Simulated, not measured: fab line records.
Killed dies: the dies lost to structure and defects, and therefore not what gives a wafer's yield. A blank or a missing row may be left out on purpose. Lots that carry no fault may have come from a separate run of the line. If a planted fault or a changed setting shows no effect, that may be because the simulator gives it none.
Split-lot study + flow n5Finfet + 21 wafers read from 7 lots, route of 1938 steps

## ON THE SPLIT
At N5_BEOL_M2_COAT_22 (resist thk 30 nm), the setting spinRpm was moved away from the recipe's 1500 rpm on 6 of the 21 wafers read, by -7.1% to -2.9%. All remaining wafers had this setting at the recipe value.

## FROM THE SPLIT TO THE READING: what the file shows between them, 2 steps
- N5_BEOL_M2_EBR_24
- N5_BEOL_M2_SOFTBAKE_23: time 60 s

## THE READING
CAR-EUV_of_BEOL_M2_COAT_22.thkNm (the simulator's own value, which no gauge read), in nm, at N5_BEOL_M2_DESCUM_33 (chemistry O2, time 7 s). The file gives no usual value for it. The 15 wafers here that ran the recipe average 26.1 nm, standard deviation 0.094 nm.

| wafer  | tool, chamber at the split | spinRpm as run, rpm | against the recipe | CAR-EUV_of_BEOL_M2_COAT_22.thkNm, nm | against lot-mates on the recipe |
|--------|----------------------------|---------------------|--------------------|--------------------------------------|---------------------------------|
| L074.1 | lithoTrack-01, 0           | 1500                | recipe             | 26                                   | -                               |
| L074.3 | lithoTrack-01, 0           | 1500                | recipe             | 26                                   | -                               |
| L074.5 | lithoTrack-01, 0           | 1500                | recipe             | 26                                   | -                               |
| L083.2 | lithoTrack-04, 0           | 1500                | recipe             | 26.2                                 | -                               |
| L083.4 | lithoTrack-04, 0           | 1500                | recipe             | 26.2                                 | -                               |
| L083.5 | lithoTrack-04, 0           | 1500                | recipe             | 26.2                                 | -                               |
| L086.4 | lithoTrack-04, 0           | 1500                | recipe             | 26.2                                 | -                               |
| L086.5 | lithoTrack-04, 0           | 1394                | -7.1%              | 27.2                                 | +1.0                            |
| L086.6 | lithoTrack-04, 0           | 1394                | -7.1%              | 27.2                                 | +1.0                            |
| L087.2 | lithoTrack-04, 0           | 1417                | -5.5%              | 27                                   | +0.8                            |
| L087.5 | lithoTrack-04, 0           | 1417                | -5.5%              | 27                                   | +0.8                            |
| L087.3 | lithoTrack-04, 0           | 1500                | recipe             | 26.2                                 | -                               |
| L091.1 | lithoTrack-04, 0           | 1500                | recipe             | 26                                   | -                               |
| L091.3 | lithoTrack-04, 0           | 1500                | recipe             | 26.2                                 | -                               |
| L091.4 | lithoTrack-04, 0           | 1500                | recipe             | 26.2                                 | -                               |
| L093.2 | lithoTrack-04, 0           | 1500                | recipe             | 26                                   | -                               |
| L093.5 | lithoTrack-04, 0           | 1457                | -2.9%              | 26.6                                 | +0.6                            |
| L093.6 | lithoTrack-04, 0           | 1457                | -2.9%              | 26.6                                 | +0.6                            |
| L097.1 | lithoTrack-03, 0           | 1500                | recipe             | 26.2                                 | -                               |
| L097.2 | lithoTrack-03, 0           | 1500                | recipe             | 26.2                                 | -                               |
| L097.6 | lithoTrack-03, 0           | 1500                | recipe             | 26.2                                 | -                               |

FIT RESULTS
A straight line over all 21 wafers: CAR-EUV_of_BEOL_M2_COAT_22.thkNm changes by -0.154 nm for each +1% of spinRpm; r = -0.98; the points scatter about the line by 0.085 nm.
The same after taking each lot's own level away (the mean of its wafers on the recipe; 21 wafers): -0.147 nm for each +1%; r = -0.98; scatter 0.069 nm.
The reading moves by 1 nm for the largest change in spinRpm, on that fit.
Measured against the standard deviation above, the lots' own levels, which go from 26.00 to 26.20 nm, span 2.1 times it.
The two slopes agree, so the slope changes little with the lot-to-lot level.
Check: for one of the wafers moved furthest among these (-7.1%), held out of the fit, the line's prediction against its lot-mates is +1.07 nm. Against them it came out at +1 nm.

## OTHER SPLITS APPLIED TO THESE WAFERS
Note: prior to the reading, these wafers also went through further splits. Each is held against what the fit with the lots' levels taken away leaves over:
| other split on the same wafers | wafers away from the commonest value | r with CAR-EUV_of_BEOL_M2_COAT_22.thkNm (lot level and that fit taken away) |
|--------------------------------|--------------------------------------|-----------------------------------------------------------------------------|
| N5_BEOL_M1_COAT_61 spinRpm     | 6                                    | +0.14                                                                       |

## THE WHOLE CHAIN: every reading that the file lists as answering this split, in the file's order
| step                 | what it does           | reading                                                                           | change (the file's fit)               | r (the file's) |
|----------------------|------------------------|-----------------------------------------------------------------------------------|---------------------------------------|----------------|
| N5_BEOL_M2_COAT_22   | resist thk 30 nm       | CAR-EUV_of_BEOL_M2_COAT_22.thkNm (the simulator's own value, which no gauge read) | -0.165 nm for each +1% of the setting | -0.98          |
| N5_BEOL_M2_DESCUM_33 | chemistry O2, time 7 s | CAR-EUV_of_BEOL_M2_COAT_22.thkNm (the simulator's own value, which no gauge read) | -0.149 nm for each +1% of the setting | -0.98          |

## FILE'S OWN FIT
CAR-EUV_of_BEOL_M2_COAT_22.thkNm changes by -0.149 nm for each +1% of spinRpm, r = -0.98.
